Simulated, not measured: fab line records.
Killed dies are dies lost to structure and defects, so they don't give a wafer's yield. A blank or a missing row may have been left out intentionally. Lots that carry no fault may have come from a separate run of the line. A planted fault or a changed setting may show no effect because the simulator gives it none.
fab line records -- flow nand_harc
record lots=13, wafers=38, last_day=34
route steps=1302 shown A_CONTACT@1087 A_BLC@1112 END@1302
lots with no fault: from the same line, run without faults
start_h: hours from the record's first day to the start of the lot's first wafer shown -- wait_h: time in hours since the lot's previous step -- " unchanged from the row above -- L1.1+2: several wafers, shown together as one row -- - no value, or no start given -- * or withheld: withheld -- < > ~ a bound
route shown NAME@n: a module of which the file shows steps, and the number in the route of the first -- usual: mean/standard deviation taken from wafers without a fault -- same: alike in all rows -- chamber/n: place in a boat -- sites: the reading at each site -- _std_site: the values' standard deviation -- _edge_site: outer sites' mean less inner sites' -- radius_mm: for every site, how far away it sits from the centre of the wafer -- mask NAME#n: copy n -- behind: the most recent tool/chamber to have shaped the wafer -- hold: reason for holding the lot/hours on hold/outcome of the hold -- device: transistor that didn't switch, given as n, p or np -- end of line: the tests these same wafers got at the end of their route -- where a step has no rows: the recipe by itself -- killed: dies that structure and defects cost at the first sort, which is not the same as the wafer's yield -- map: per-die view of a wafer (x killed, . not killed, _ where there is no die)
set.NAME: the setting that was run; set.NAME@STEP: the one run at that earlier step -- model.NAME: the simulator's own value behind a step, which no gauge read
the route's steps for a sample of lots (tables are steps, rows are wafers)
services: from which hour (start_h, from the record's first day; less than 0 if before it) a tool's chamber was out of use, for how many hours, and why
## steps
# step NHARC_A_CONTACT_ETCH_135
# recipe source_w=withheld, pressure_mtorr=20, bias_v=1200, time_s=311, target_depth_a=19120, ar_flow_sccm=withheld, c4f8_flow_sccm=withheld, o2_flow_sccm=withheld, chemistry=C4F8/O2/Ar
# usual oes_air_line_au=0.997/0.021
lot.wafer,tool,chamber,start_h,wait_h,oes_air_line_au,rf_hours_counter_h
L977.1,har_cap_etch-01,1,523.41,0.2,1.007,2
L977.3,har_cap_etch-01,1,523.41,0.2,1.028,-
L977.4,har_cap_etch-01,0,523.41,0.2,0.956,-
L978.1,har_cap_etch-03,1,543.00,0.2,0.984,51
L978.4,har_cap_etch-03,0,543.00,0.2,0.973,-
L978.5,har_cap_etch-03,1,543.00,0.2,0.986,-
L980.1,har_cap_etch-01,1,558.81,0.2,1.031,9
L980.3,har_cap_etch-01,0,558.81,0.2,0.996,-
L980.4,har_cap_etch-01,1,558.81,0.2,1.034,-
L983.1,har_cap_etch-03,1,592.71,0.2,0.995,57
L983.4,har_cap_etch-03,0,592.71,0.2,1.004,-
L985.1,har_cap_etch-01,0,623.28,0.2,1.020,21
L985.2,har_cap_etch-01,1,623.28,0.2,0.995,21
L985.6,har_cap_etch-01,0,623.28,0.2,1.038,-
L989.1,har_cap_etch-03,0,656.26,0.2,1.048,69
L989.6,har_cap_etch-03,0,656.26,0.2,1.015,-
L989.5,har_cap_etch-03,1,656.26,0.2,0.990,-
L991.2,har_cap_etch-01,1,673.08,0.2,0.989,30
L991.5,har_cap_etch-01,0,673.08,0.2,1.002,-
L991.6,har_cap_etch-01,1,673.08,0.2,0.994,-
L992.2,har_cap_etch-01,0,690.47,0.2,0.983,34
L992.3,har_cap_etch-01,0,690.47,0.2,1.000,-
L992.5,har_cap_etch-01,0,690.47,0.2,0.992,-
L994.2,har_cap_etch-01,1,708.72,0.2,0.988,37
L994.4,har_cap_etch-01,0,708.72,0.2,0.978,-
L994.5,har_cap_etch-01,0,708.72,0.2,1.021,-
L995.2,har_cap_etch-02,0,709.62,0.2,0.966,125
L995.3,har_cap_etch-02,0,709.62,0.2,0.922,-
L995.5,har_cap_etch-02,1,709.62,0.2,0.966,-
L997.1,har_cap_etch-02,0,721.64,0.2,1.027,127
L997.4,har_cap_etch-02,1,721.64,0.2,0.980,-
L997.3,har_cap_etch-02,0,721.64,0.2,1.041,-
L996.3,har_cap_etch-01,0,721.69,0.2,0.993,-
L996.4,har_cap_etch-01,1,721.69,0.2,1.014,-
L996.6,har_cap_etch-01,1,721.69,0.2,0.991,-
L998.1,har_cap_etch-01,1,773.13,0.2,1.011,49
L998.4,har_cap_etch-01,1,773.13,0.2,1.025,-
L998.5,har_cap_etch-01,1,773.13,0.2,1.023,-
# step NHARC_A_CONTACT_ETCH_110
# recipe target_depth_a=600, overetch_a=60, time_s=33, ion_energy_ev=100, cf4_flow_sccm=80, o2_flow_sccm=20, ar_flow_sccm=0, rf_w=300, bias_w=100, chemistry=CF4/O2
# usual drypump_motor_current_A=5.7/0.33, o2_flow_sccm=20.00/0.064, oes_product_au=1.003/0.014, rf_vpp_V=197.3/1.5, showerhead_plenum_p_Torr=1.31/0.058, throttle_valve_pct=13.397/0.0074
lot.wafer,tool,chamber,start_h,wait_h,drypump_motor_current_A,o2_flow_sccm,oes_product_au,rf_hours_counter_h,rf_vpp_V,showerhead_plenum_p_Torr,throttle_valve_pct
L977.1,rie_diel-03,0,525.58,0.1,5.8,20.07,1.022,11,196.1,1.25,13.398
L977.4,rie_diel-03,2,525.58,0.1,5.8,20.00,0.994,11,195.7,1.27,13.374
L977.3,rie_diel-03,3,525.58,0.1,5.2,20.01,0.995,9,199.9,1.41,13.395
L978.1,rie_diel-03,1,545.11,0.1,5.1,19.96,1.016,16,196.6,1.29,13.399
L978.4,rie_diel-03,2,545.11,0.1,5.8,19.91,0.992,15,196.2,1.27,13.392
L978.5,rie_diel-03,1,545.11,0.1,5.1,19.95,1.009,-,198.1,1.29,13.400
L980.1,rie_diel-08,1,561.35,0.0,5.4,19.95,1.018,2,195.6,1.28,13.405
L980.3,rie_diel-08,2,561.35,0.0,5.9,19.98,1.001,2,198.0,1.36,13.400
L980.4,rie_diel-08,3,561.35,0.0,6.4,19.97,0.993,2,198.5,1.38,13.390
L983.4,rie_diel-03,1,594.90,0.1,5.1,20.01,1.013,23,197.4,1.29,13.391
L983.1,rie_diel-03,2,594.90,0.1,5.8,19.90,0.999,21,196.2,1.27,13.416
L985.2,rie_diel-08,3,625.49,0.1,6.4,20.01,0.989,22,199.3,1.38,13.393
L985.1,rie_diel-08,0,625.49,0.1,5.8,20.08,1.007,22,200.6,1.44,13.391
L985.6,rie_diel-08,2,625.49,0.1,5.9,19.95,0.996,-,198.8,1.36,13.397
L989.1,rie_diel-03,3,658.43,0.1,5.2,20.08,0.978,2,199.7,1.41,13.404
L989.5,rie_diel-03,0,658.43,0.1,5.8,20.02,1.012,-,196.5,1.25,13.397
L989.6,rie_diel-03,1,658.43,0.1,5.1,20.07,1.022,-,197.1,1.29,13.394
L991.2,rie_diel-03,0,675.24,0.1,5.8,20.13,1.008,3,195.4,1.25,13.398
L991.5,rie_diel-03,0,675.24,0.1,5.8,20.01,1.006,-,195.9,1.25,13.414
L991.6,rie_diel-03,1,675.24,0.1,5.1,20.04,1.020,-,195.5,1.29,13.400
L992.2,rie_diel-03,2,693.11,0.1,5.8,20.05,0.972,8,196.5,1.27,13.393
L992.3,rie_diel-03,0,693.11,0.1,5.8,20.01,1.016,7,194.8,1.24,13.395
L992.5,rie_diel-03,2,693.11,0.1,5.7,20.09,0.973,-,198.0,1.26,13.396
L994.4,rie_diel-08,0,710.87,0.1,5.8,19.85,1.005,56,200.6,1.43,13.401
L994.2,rie_diel-08,1,710.87,0.1,5.5,20.04,1.003,54,194.6,1.27,13.395
L994.5,rie_diel-08,0,710.87,0.1,5.8,19.88,1.005,-,199.6,1.43,13.400
L995.2,rie_diel-08,0,712.78,1.1,5.8,20.05,1.013,57,200.3,1.43,13.411
L995.3,rie_diel-08,1,712.78,1.1,5.5,20.04,1.007,55,194.8,1.27,13.390
L995.5,rie_diel-08,3,712.78,1.1,6.4,20.14,0.983,-,199.2,1.37,13.395
L997.1,rie_diel-03,2,723.95,0.1,5.8,20.02,0.966,15,195.3,1.26,13.394
L997.3,rie_diel-03,1,723.95,0.1,5.1,19.97,1.014,-,196.6,1.28,13.396
L997.4,rie_diel-03,2,723.95,0.1,5.8,20.03,0.969,-,196.3,1.26,13.400
L996.4,rie_diel-12,1,724.28,0.1,5.6,20.09,1.003,34,197.2,1.27,13.403
L996.3,rie_diel-12,3,724.28,0.1,6.0,19.95,0.998,35,197.3,1.35,13.394
L996.6,rie_diel-12,1,724.28,0.1,5.6,20.03,1.009,-,196.4,1.27,13.380
L998.4,rie_diel-12,0,775.28,0.1,5.8,20.14,1.016,56,197.3,1.28,13.391
L998.1,rie_diel-12,1,775.28,0.1,5.6,19.88,1.002,54,196.4,1.26,13.395
L998.5,rie_diel-12,1,775.28,0.1,5.6,19.95,1.006,-,197.0,1.26,13.402
# step NHARC_A_BLC_SOFTBAKE_05
# recipe temp_c=105, time_s=55
# usual heater_power_total_W=188.45/0.14
lot.wafer,tool,chamber,start_h,wait_h,heater_power_total_W
L977.1,litho_track-04,0,527,-,188.35
L977.3,litho_track-04,0,527,-,188.27
L977.4,litho_track-04,0,527,-,188.35
L978.1,litho_track-01,0,547,-,188.66
L978.4,litho_track-01,0,547,-,188.71
L978.5,litho_track-01,0,547,-,188.47
L980.1,litho_track-04,0,563,-,188.42
L980.3,litho_track-04,0,563,-,188.58
L980.4,litho_track-04,0,563,-,188.57
L983.1,litho_track-04,0,597,-,222.66
L983.4,litho_track-04,0,597,-,188.58
L985.1,litho_track-04,0,627,-,222.65
L985.2,litho_track-04,0,627,-,222.53
L985.6,litho_track-04,0,627,-,188.35
L989.1,litho_track-01,0,660,-,188.70
L989.5,litho_track-01,0,660,-,188.36
L989.6,litho_track-01,0,660,-,188.49
L991.2,litho_track-01,0,677,-,188.35
L991.5,litho_track-01,0,677,-,188.39
L991.6,litho_track-01,0,677,-,188.31
L992.2,litho_track-06,0,695,-,188.43
L992.3,litho_track-06,0,695,-,188.72
L992.5,litho_track-06,0,695,-,188.69
L994.2,litho_track-06,0,713,-,188.26
L994.4,litho_track-06,0,713,-,188.77
L994.5,litho_track-06,0,713,-,188.41
L995.2,litho_track-04,0,714,-,188.39
L995.3,litho_track-04,0,714,-,188.69
L995.5,litho_track-04,0,714,-,188.29
L997.1,litho_track-01,0,726,-,188.28
L997.3,litho_track-01,0,726,-,188.59
L997.4,litho_track-01,0,726,-,188.44
L996.3,litho_track-06,0,726,-,188.45
L996.4,litho_track-06,0,726,-,188.35
L996.6,litho_track-06,0,726,-,188.58
L998.1,litho_track-01,0,777,-,188.44
L998.4,litho_track-01,0,777,-,188.72
L998.5,litho_track-01,0,777,-,188.48
# step NHARC_A_BLC_INSPECT_12
# usual raw_defect_count=82/32
lot.wafer,tool,chamber,start_h,wait_h,raw_defect_count
L977.1,defect_inspect-01,-,528.34,0.0,116
L977.3,defect_inspect-01,-,528.34,0.0,100
L977.4,defect_inspect-01,-,528.34,0.0,106
L978.1,defect_inspect-02,-,548.00,0.0,74
L978.4,defect_inspect-02,-,548.00,0.0,63
L978.5,defect_inspect-02,-,548.00,0.0,69
L980.1,defect_inspect-01,-,564.06,0.0,23
L980.3,defect_inspect-01,-,564.06,0.0,24
L980.4,defect_inspect-01,-,564.06,0.0,19
L983.1,defect_inspect-02,-,597.69,0.0,121
L983.4,defect_inspect-02,-,597.69,0.0,120
L985.1,defect_inspect-01,-,628.27,0.0,69
L985.2,defect_inspect-01,-,628.27,0.0,73
L985.6,defect_inspect-01,-,628.27,0.0,58
L989.1,defect_inspect-01,-,661.23,0.0,97
L989.5,defect_inspect-01,-,661.23,0.0,106
L989.6,defect_inspect-01,-,661.23,0.0,96
L991.2,defect_inspect-01,-,678.07,0.0,112
L991.5,defect_inspect-01,-,678.07,0.0,112
L991.6,defect_inspect-01,-,678.07,0.0,110
L992.2,defect_inspect-01,-,695.80,0.0,62
L992.3,defect_inspect-01,-,695.80,0.0,57
L992.5,defect_inspect-01,-,695.80,0.0,68
L994.2,defect_inspect-01,-,713.66,0.0,52
L994.4,defect_inspect-01,-,713.66,0.0,35
L994.5,defect_inspect-01,-,713.66,0.0,28
L995.2,defect_inspect-02,-,715.43,0.0,138
L995.3,defect_inspect-02,-,715.43,0.0,130
L995.5,defect_inspect-02,-,715.43,0.0,143
L997.1,defect_inspect-02,-,726.90,0.0,92
L997.3,defect_inspect-02,-,726.90,0.0,91
L997.4,defect_inspect-02,-,726.90,0.0,90
L996.3,defect_inspect-01,-,727.13,0.0,75
L996.4,defect_inspect-01,-,727.13,0.0,61
L996.6,defect_inspect-01,-,727.13,0.0,63
L998.1,defect_inspect-02,-,778.04,0.0,74
L998.4,defect_inspect-02,-,778.04,0.0,54
L998.5,defect_inspect-02,-,778.04,0.0,72
# step NHARC_END_SORT_01
# recipe temp_c=25
# usual killed_at_array=56/17, killed_at_other=1.2/1.4, killed_at_periphery=4/3.2, killed_dies=61/16, killed_open=3.6/2.1, killed_short=2.7/1.8
# same gross_dies=677
lot.wafer,tool,chamber,start_h,wait_h,killed_at_array,killed_at_other,killed_at_periphery,killed_dies,killed_open,killed_short
L989.1,prober-01,0,706.52,2.5,47,0,3,50,2,1
L989.5,prober-01,0,709.72,3.7,60,4,6,70,6,4
# killed by level:class
L989.1 A_CHANNEL_HOLE_D1:chamber_film_flake=21 A_CHANNEL_HOLE_D2:chamber_film_flake=15 A_CONTACT:chamber_film_flake=5 A_STAIRCASE:chamber_film_flake=3 P_M0:geometric_particle:open=2 P_M2:chamber_film_flake=1 A_BLC:geometric_particle:short=1 A_SLIT:chamber_film_flake=1
L989.5 A_CHANNEL_HOLE_D2:chamber_film_flake=25 A_CHANNEL_HOLE_D1:chamber_film_flake=21 THIN_TSV:chamber_film_flake=4 A_CONTACT:chamber_film_flake=3 P_GATE:chamber_film_flake=3 A_M0:geometric_particle:open=2 A_WL_FILL:chamber_film_flake=2 P_STI:geometric_particle:open=1
## services
tool,chamber,start_h,hours,kind
rie_diel-03,3,503.18,1.4,repair
litho_track-01,-,505.00,7.0,pm
litho_track-06,-,529.00,7.0,pm
rie_diel-12,1,544.04,2.3,repair
rie_diel-08,-,544.88,9.0,pm
litho_track-04,-,553.00,7.0,pm
rie_diel-12,2,582.04,17.2,repair
rie_diel-08,3,590.36,5.6,repair
rie_diel-03,-,600.39,0.8,repair
rie_diel-08,2,611.67,5.8,repair
har_cap_etch-03,-,615.56,0.6,repair
rie_diel-12,-,624.46,9.0,pm
rie_diel-12,1,633.81,3.7,repair
rie_diel-03,-,635.90,9.0,pm
rie_diel-12,2,638.94,16.7,repair
rie_diel-03,-,666.95,0.5,repair
rie_diel-08,1,678.67,1.2,repair
litho_track-01,-,680.00,7.0,pm
litho_track-06,-,704.00,7.0,pm
rie_diel-08,-,721.88,9.0,pm
litho_track-04,-,728.00,7.0,pm
rie_diel-12,0,751.22,3.8,repair
rie_diel-08,3,757.29,2.8,repair
rie_diel-03,0,757.81,12.7,repair
## key
first_sign step=NHARC_A_BLC_SOFTBAKE_05, reading=heater_power_total_W, direction=up, sigmas=99+, usual=*, struck=*
effect none on later readings
met_at NHARC_A_BLC_SOFTBAKE_05
struck_lots L983,L985
struck_wafers L983.1,L985.1,L985.2
tester_left_out L983,L985
not_acting_at NHARC_A_CONTACT_ETCH_135,NHARC_A_CONTACT_ETCH_110,NHARC_A_BLC_INSPECT_12
onset_between 563 597
fault kind=process_parameter_drift, tool=litho_track-04, chamber=-, onset_h=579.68, steps=NHARC_A_BLC_SOFTBAKE_05, channel=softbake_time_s, offset=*, shape=step, end_h=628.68, scope=struck_wafers_only, acts_in=*, stated=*
# tester_left_out: of these lots the tester's yield and bins aren't shown, on N5 and GAA mostly nor the transistor test; their killed dies are dies lost to structure and defects alone, not to doping, threshold or leakage, so they don't give the yield
